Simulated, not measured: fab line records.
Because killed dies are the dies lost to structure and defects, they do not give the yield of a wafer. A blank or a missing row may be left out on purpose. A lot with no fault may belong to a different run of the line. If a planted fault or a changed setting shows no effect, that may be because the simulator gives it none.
Lot-split experiment :: flow n5 finfet :: 21 wafers read across 7 lots, on a route 1938 steps long

== ON THE SPLIT ==
At N5_SDB_COAT_03 (time 60 s, resist thk 100 nm), the setting spin rpm was moved away from the recipe's 1500 rpm on 6 of the 21 wafers read, by -10.3% to +9.0%. For the rest of the wafers, this setting stayed at what the recipe calls for.

The reading is taken at the split's own step.

== THE READING ==
SOC_of_SDB_COAT_03.thk nm (the simulator's own value, which no gauge read), in nm, at N5_SDB_COAT_03 (time 60 s, resist thk 100 nm). The file gives no usual value for it. Here, 15 wafers ran the recipe; their average is 100.0 nm with a standard deviation of 0.22 nm.

wafer: L078.1
tool, chamber at the split: litho track-05, 0
spin rpm as run, rpm: 1500
against the recipe: recipe
SOC_of_SDB_COAT_03.thk nm, nm: 100
against lot-mates on the recipe: -

wafer: L078.3
tool, chamber at the split: litho track-05, 0
spin rpm as run, rpm: 1500
against the recipe: recipe
SOC_of_SDB_COAT_03.thk nm, nm: 100
against lot-mates on the recipe: -

wafer: L078.4
tool, chamber at the split: litho track-05, 0
spin rpm as run, rpm: 1500
against the recipe: recipe
SOC_of_SDB_COAT_03.thk nm, nm: 100
against lot-mates on the recipe: -

wafer: L081.3
tool, chamber at the split: litho track-02, 0
spin rpm as run, rpm: 1500
against the recipe: recipe
SOC_of_SDB_COAT_03.thk nm, nm: 99.8
against lot-mates on the recipe: -

wafer: L081.4
tool, chamber at the split: litho track-02, 0
spin rpm as run, rpm: 1500
against the recipe: recipe
SOC_of_SDB_COAT_03.thk nm, nm: 100.2
against lot-mates on the recipe: -

wafer: L081.6
tool, chamber at the split: litho track-02, 0
spin rpm as run, rpm: 1500
against the recipe: recipe
SOC_of_SDB_COAT_03.thk nm, nm: 99.6
against lot-mates on the recipe: -

wafer: L083.2
tool, chamber at the split: litho track-05, 0
spin rpm as run, rpm: 1500
against the recipe: recipe
SOC_of_SDB_COAT_03.thk nm, nm: 100.6
against lot-mates on the recipe: -

wafer: L083.3
tool, chamber at the split: litho track-05, 0
spin rpm as run, rpm: 1500
against the recipe: recipe
SOC_of_SDB_COAT_03.thk nm, nm: 100
against lot-mates on the recipe: -

wafer: L083.4
tool, chamber at the split: litho track-05, 0
spin rpm as run, rpm: 1346
against the recipe: -10.3%
SOC_of_SDB_COAT_03.thk nm, nm: 105.6
against lot-mates on the recipe: +5.3

wafer: L084.1
tool, chamber at the split: litho track-05, 0
spin rpm as run, rpm: 1369
against the recipe: -8.7%
SOC_of_SDB_COAT_03.thk nm, nm: 104.4
against lot-mates on the recipe: +4.3

wafer: L084.4
tool, chamber at the split: litho track-05, 0
spin rpm as run, rpm: 1500
against the recipe: recipe
SOC_of_SDB_COAT_03.thk nm, nm: 100.2
against lot-mates on the recipe: -

wafer: L084.5
tool, chamber at the split: litho track-05, 0
spin rpm as run, rpm: 1500
against the recipe: recipe
SOC_of_SDB_COAT_03.thk nm, nm: 100
against lot-mates on the recipe: -

wafer: L085.2
tool, chamber at the split: litho track-05, 0
spin rpm as run, rpm: 1500
against the recipe: recipe
SOC_of_SDB_COAT_03.thk nm, nm: 99.8
against lot-mates on the recipe: -

wafer: L085.4
tool, chamber at the split: litho track-05, 0
spin rpm as run, rpm: 1500
against the recipe: recipe
SOC_of_SDB_COAT_03.thk nm, nm: 99.8
against lot-mates on the recipe: -

wafer: L085.5
tool, chamber at the split: litho track-05, 0
spin rpm as run, rpm: 1557
against the recipe: +3.8%
SOC_of_SDB_COAT_03.thk nm, nm: 97.8
against lot-mates on the recipe: -2.0

wafer: L095.1
tool, chamber at the split: litho track-05, 0
spin rpm as run, rpm: 1500
against the recipe: recipe
SOC_of_SDB_COAT_03.thk nm, nm: 100
against lot-mates on the recipe: -

wafer: L095.4
tool, chamber at the split: litho track-05, 0
spin rpm as run, rpm: 1361
against the recipe: -9.3%
SOC_of_SDB_COAT_03.thk nm, nm: 105.2
against lot-mates on the recipe: +5.2

wafer: L095.6
tool, chamber at the split: litho track-05, 0
spin rpm as run, rpm: 1361
against the recipe: -9.3%
SOC_of_SDB_COAT_03.thk nm, nm: 105.4
against lot-mates on the recipe: +5.4

wafer: L097.1
tool, chamber at the split: litho track-02, 0
spin rpm as run, rpm: 1500
against the recipe: recipe
SOC_of_SDB_COAT_03.thk nm, nm: 100.2
against lot-mates on the recipe: -

wafer: L097.2
tool, chamber at the split: litho track-02, 0
spin rpm as run, rpm: 1635
against the recipe: +9.0%
SOC_of_SDB_COAT_03.thk nm, nm: 95.4
against lot-mates on the recipe: -4.7

wafer: L097.4
tool, chamber at the split: litho track-02, 0
spin rpm as run, rpm: 1500
against the recipe: recipe
SOC_of_SDB_COAT_03.thk nm, nm: 100
against lot-mates on the recipe: -

THE FIT
A straight line over all 21 wafers: SOC_of_SDB_COAT_03.thk nm changes by -0.542 nm for each +1% of spin rpm; r = -1.00; the points scatter about the line by 0.24 nm.
The same after taking each lot's own level away (the mean of its wafers on the recipe; 21 wafers): -0.534 nm for each +1%; r = -1.00; scatter 0.21 nm.
That fit puts the effect of the largest move of spin rpm on the reading at 5.5 nm.
The lots' own levels span 99.80 to 100.30 nm, that is 2.2 times the standard deviation above.
The two slopes agree, so the slope changes little with the lot-to-lot level.
Check: +5.56 nm against its lot-mates is what the line predicts for one of the wafers moved furthest among these (-10.3%) when that wafer is left out of the fit. Against them it came out at +5.3 nm.

== OTHER SPLITS APPLIED TO THESE WAFERS ==
Before the reading, these wafers also passed through other splits. Each is held against what the fit with the lots' levels taken away leaves over:
other split on the same wafers: N5_FIN_CUT_COAT_19 spin rpm
wafers away from the commonest value: 5
r with SOC_of_SDB_COAT_03.thk nm (lot level and that fit taken away): -0.02

other split on the same wafers: N5_SD_EPI_N_COAT_33 spin rpm
wafers away from the commonest value: 8
r with SOC_of_SDB_COAT_03.thk nm (lot level and that fit taken away): -0.07

other split on the same wafers: N5_SD_EPI_N_COAT_03 spin rpm
wafers away from the commonest value: 6
r with SOC_of_SDB_COAT_03.thk nm (lot level and that fit taken away): +0.22

other split on the same wafers: N5_SD_EPI_N_EPI_21 epi growth time s
wafers away from the commonest value: 10
r with SOC_of_SDB_COAT_03.thk nm (lot level and that fit taken away): -0.19

other split on the same wafers: N5_SD_EPI_P_COAT_34 spin rpm
wafers away from the commonest value: 9
r with SOC_of_SDB_COAT_03.thk nm (lot level and that fit taken away): -0.06

== FILE'S OWN FIT ==
SOC_of_SDB_COAT_03.thk nm changes by -0.526 nm for each +1% of spin rpm, r = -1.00.
